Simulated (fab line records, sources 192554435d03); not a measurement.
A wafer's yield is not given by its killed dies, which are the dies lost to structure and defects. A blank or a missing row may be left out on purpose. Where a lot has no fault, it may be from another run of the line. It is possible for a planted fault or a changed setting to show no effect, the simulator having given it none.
Matching of chambers	flow n5 finfet	N5_BEOL_M3_CO_CAP_55 on cvd co-02 has 3 sister chambers
The step material Co, precursor CCTBA/H2, target thk 2 nm, time 102.1 s. 6 wafers are shown with their chamber, then 12 later ones without.

== WAFERS WITH THEIR CHAMBER ==
wafer	chamber	heater power w (W)
L091.5	2	244
L092.4	2	242
L092.5	0	258
L093.1	1	213
L093.5	1	205
L093.6	0	253

== WAFERS WHOSE CHAMBER IS MISSING ==
wafer	heater power w (W)
L094.2	238
L094.4	242
L094.6	249
L095.1	247
L095.3	252
L095.5	254
L097.2	254
L097.3	244
L097.4	212
L096.2	236
L096.4	243
L096.6	215

== CHAMBER TAKEN BY EACH ==
wafer	from the rows above	in truth
L094.2	2	2
L094.4	2	2
L094.6	can't be placed: 2 or 0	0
L095.1	can't be placed: 2 or 0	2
L095.3	can't be placed: 0 or 2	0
L095.5	0	0
L097.2	0	0
L097.3	2	2
L097.4	1	1
L096.2	2	2
L096.4	2	2
L096.6	1	1
9 of 12 placed correctly. These rows do not allow placing 3 (true chamber among the candidates in 3). Wrongly placed: 0.
How it was worked out, from the rows above alone: a wafer's distance from a chamber is the root of the sum, over the readings, of the square of ((its reading less the chamber's mean) divided by the reading's scatter). The wafer belongs to the nearest chamber; if the next one is less than 2 further off, it can't be placed. The mean given for a chamber averages the wafers shown for that chamber. How the scatter is found: for the shown wafers, subtract from each reading the mean of its chamber, square and add these, divide the total by (wafers less chambers), then take the root.
